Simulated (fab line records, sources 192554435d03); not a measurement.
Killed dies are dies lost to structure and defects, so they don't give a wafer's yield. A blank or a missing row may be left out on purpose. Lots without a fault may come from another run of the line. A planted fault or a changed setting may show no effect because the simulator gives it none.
Split-lot experiment | flow n5_finfet | 7 lots, 39 wafers read, on a route of 1938 steps

THE SPLIT
At N5_FIN_CUT_CUT_ETCH_26 (etches SiNx in CH3F/O2, target depth 39 nm, time 55.7 s), the setting target_depth_a was moved away from the recipe's 390 angstrom on 12 of the 39 wafers read, by -10.4% to +10.2%. The other wafers ran this setting at the recipe's value.

The reading is taken at the split's own step.

THE READING
SOC_of_FIN_CUT_COAT_18.thk_nm (the simulator's own value, which no gauge read), in nm, at N5_FIN_CUT_CUT_ETCH_26 (etches SiNx in CH3F/O2, target depth 39 nm, time 55.7 s). The file gives no usual value for it. The 27 wafers here that ran the recipe average 211.4 nm, standard deviation 1 nm.

wafer  | tool, chamber at the split | target_depth_a as run, angstrom | against the recipe | SOC_of_FIN_CUT_COAT_18.thk_nm, nm | against lot-mates on the recipe
L074.1 | rie_diel-04, 1             | 390                             | recipe             | 212.6                             | -
L074.2 | rie_diel-04, 2             | 390                             | recipe             | 211.6                             | -
L074.3 | rie_diel-04, 0             | 390                             | recipe             | 212                               | -
L074.4 | rie_diel-04, 3             | 390                             | recipe             | 213.2                             | -
L074.5 | rie_diel-04, 2             | 390                             | recipe             | 212.8                             | -
L074.6 | rie_diel-04, 1             | 390                             | recipe             | 212.8                             | -
L078.1 | rie_diel-01, 0             | 429.7                           | +10.2%             | 209.8                             | -2.4
L078.2 | rie_diel-01, 1             | 429.7                           | +10.2%             | 210                               | -2.2
L078.3 | rie_diel-01, 2             | 390                             | recipe             | 212                               | -
L078.4 | rie_diel-01, 3             | 429.7                           | +10.2%             | 210.2                             | -2.0
L078.5 | rie_diel-01, 0             | 390                             | recipe             | 212.4                             | -
L078.6 | rie_diel-01, 3             | 390                             | recipe             | 212.2                             | -
L079.1 | rie_diel-01, 2             | 412.2                           | +5.7%              | 211.6                             | -0.5
L079.2 | rie_diel-01, 0             | 390                             | recipe             | 211.8                             | -
L079.3 | rie_diel-01, 3             | 390                             | recipe             | 212.6                             | -
L079.4 | rie_diel-01, 1             | 412.2                           | +5.7%              | 211.2                             | -0.9
L079.5 | rie_diel-01, 0             | 412.2                           | +5.7%              | 210.6                             | -1.5
L079.6 | rie_diel-01, 3             | 390                             | recipe             | 211.8                             | -
L083.1 | rie_diel-04, 0             | 390                             | recipe             | 210.6                             | -
L083.2 | rie_diel-04, 3             | 414.7                           | +6.3%              | 209.6                             | -1.1
L083.3 | rie_diel-04, 2             | 390                             | recipe             | 210.2                             | -
L083.4 | rie_diel-04, 1             | 414.7                           | +6.3%              | 209                               | -1.7
L083.5 | rie_diel-04, 3             | 414.7                           | +6.3%              | 208.6                             | -2.1
L083.6 | rie_diel-04, 0             | 390                             | recipe             | 211.4                             | -
L087.1 | rie_diel-03, 2             | 390                             | recipe             | 210.2                             | -
L087.2 | rie_diel-03, 0             | 390                             | recipe             | 210.2                             | -
L087.3 | rie_diel-03, 1             | 390                             | recipe             | 209.8                             | -
L087.4 | rie_diel-03, 3             | 390                             | recipe             | 210.2                             | -
L087.5 | rie_diel-03, 1             | 390                             | recipe             | 210                               | -
L087.6 | rie_diel-03, 0             | 390                             | recipe             | 209.2                             | -
L091.1 | rie_diel-03, 0             | 390                             | recipe             | 211.2                             | -
L091.2 | rie_diel-03, 2             | 390                             | recipe             | 211                               | -
L091.3 | rie_diel-03, 1             | 390                             | recipe             | 211.6                             | -
L091.4 | rie_diel-03, 3             | 349.6                           | -10.4%             | 212.8                             | +1.5
L091.5 | rie_diel-03, 1             | 349.6                           | -10.4%             | 213.6                             | +2.3
L091.6 | rie_diel-03, 0             | 349.6                           | -10.4%             | 213.2                             | +1.9
L092.2 | rie_diel-01, 0             | 390                             | recipe             | 211.8                             | -
L092.3 | rie_diel-01, 1             | 390                             | recipe             | 211.2                             | -
L092.6 | rie_diel-01, 2             | 390                             | recipe             | 211.2                             | -

THE FIT
A straight line over all 39 wafers: SOC_of_FIN_CUT_COAT_18.thk_nm changes by -0.173 nm for each +1% of target_depth_a; r = -0.63; the points scatter about the line by 1 nm.
The same after taking each lot's own level away (the mean of its wafers on the recipe; 39 wafers): -0.204 nm for each +1%; r = -0.92; scatter 0.41 nm.
On that fit, the largest move of target_depth_a shifts the reading by 2.1 nm.
The lots' own levels span 209.93 to 212.50 nm, that is 2.5 times the standard deviation above.
So the lot-to-lot level blurs the effect unless lot-mates are compared.
Check: with one of the wafers moved furthest among these (-10.4%) left out of the fit, the line predicts +2.2 nm for it against its lot-mates. It came out at +1.53 nm against them.

OTHER SPLITS ON THESE WAFERS
These wafers also went through other splits before the reading. Each is held against what the fit with the lots' levels taken away leaves over:
other split on the same wafers | wafers away from the commonest value | r with SOC_of_FIN_CUT_COAT_18.thk_nm (lot level and that fit taken away)
N5_FIN_SAQP_EXPOSE_13 dose_mj  | 12                                   | +0.01

THE WHOLE CHAIN: every reading that the file lists as answering this split, in the file's order
step                   | what it does                                            | reading                                                                        | change (the file's fit)               | r (the file's)
N5_FIN_CUT_CUT_ETCH_26 | etches SiNx in CH3F/O2, target depth 39 nm, time 55.7 s | etch.depth_nm (the simulator's own value, which no gauge read)                 | +0.416 nm for each +1% of the setting | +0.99
N5_FIN_CUT_CUT_ETCH_26 | etches SiNx in CH3F/O2, target depth 39 nm, time 55.7 s | SOC_of_FIN_CUT_COAT_18.thk_nm (the simulator's own value, which no gauge read) | -0.206 nm for each +1% of the setting | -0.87

THE FILE'S OWN FIT
SOC_of_FIN_CUT_COAT_18.thk_nm changes by -0.206 nm for each +1% of target_depth_a, r = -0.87.
